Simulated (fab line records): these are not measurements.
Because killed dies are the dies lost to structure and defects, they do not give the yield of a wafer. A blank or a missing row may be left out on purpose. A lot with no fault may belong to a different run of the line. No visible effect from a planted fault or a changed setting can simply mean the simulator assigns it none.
Chamber matching | flow nand harc | NHARC_P_M2_DEP_33 on pecvd-03: 3 sister chambers
The step deposits SiCN, target thk 30 nm. 3 wafers are shown with their chamber, then 12 later ones without.

== WAFERS WITH THEIR CHAMBER ==
wafer  | chamber | heater power w (W)
L092.5 | 1       | 598
L093.2 | 2       | 395
L093.5 | 0       | 517

== WAFERS WITHOUT THEIR CHAMBER ==
wafer  | heater power w (W)
L094.1 | 561
L094.3 | 424
L094.5 | 602
L095.4 | 473
L095.5 | 624
L095.6 | 463
L096.1 | 607
L096.2 | 521
L096.4 | 456
L097.1 | 434
L097.3 | 606
L097.5 | 614

== EACH ONE'S CHAMBER ==
wafer  | from the rows above     | in truth
L094.1 | can't be placed: 1 or 0 | 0
L094.3 | can't be placed: 2 or 0 | 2
L094.5 | 1                       | 1
L095.4 | can't be placed: 0 or 2 | 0
L095.5 | 1                       | 1
L095.6 | can't be placed: 0 or 2 | 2
L096.1 | 1                       | 1
L096.2 | 0                       | 0
L096.4 | can't be placed: 0 or 2 | 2
L097.1 | can't be placed: 2 or 0 | 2
L097.3 | 1                       | 1
L097.5 | 1                       | 1
Correctly placed: 6 of 12. Cannot be placed on the basis of these rows: 6; the candidates contain the true chamber in 6. Wrongly placed: 0.
How it was worked out, from the rows above alone: a wafer's distance from a chamber is the root of the sum, over the readings, of the square of ((its reading less the chamber's mean) divided by the reading's scatter). The wafer belongs to the nearest chamber; if the next one is less than 2 further off, it can't be placed. A chamber's mean is the mean of its shown wafers. The scatter (one wafer shown for each chamber): square how far every hidden wafer sits from the nearest shown wafer, average those squares and take the square root.
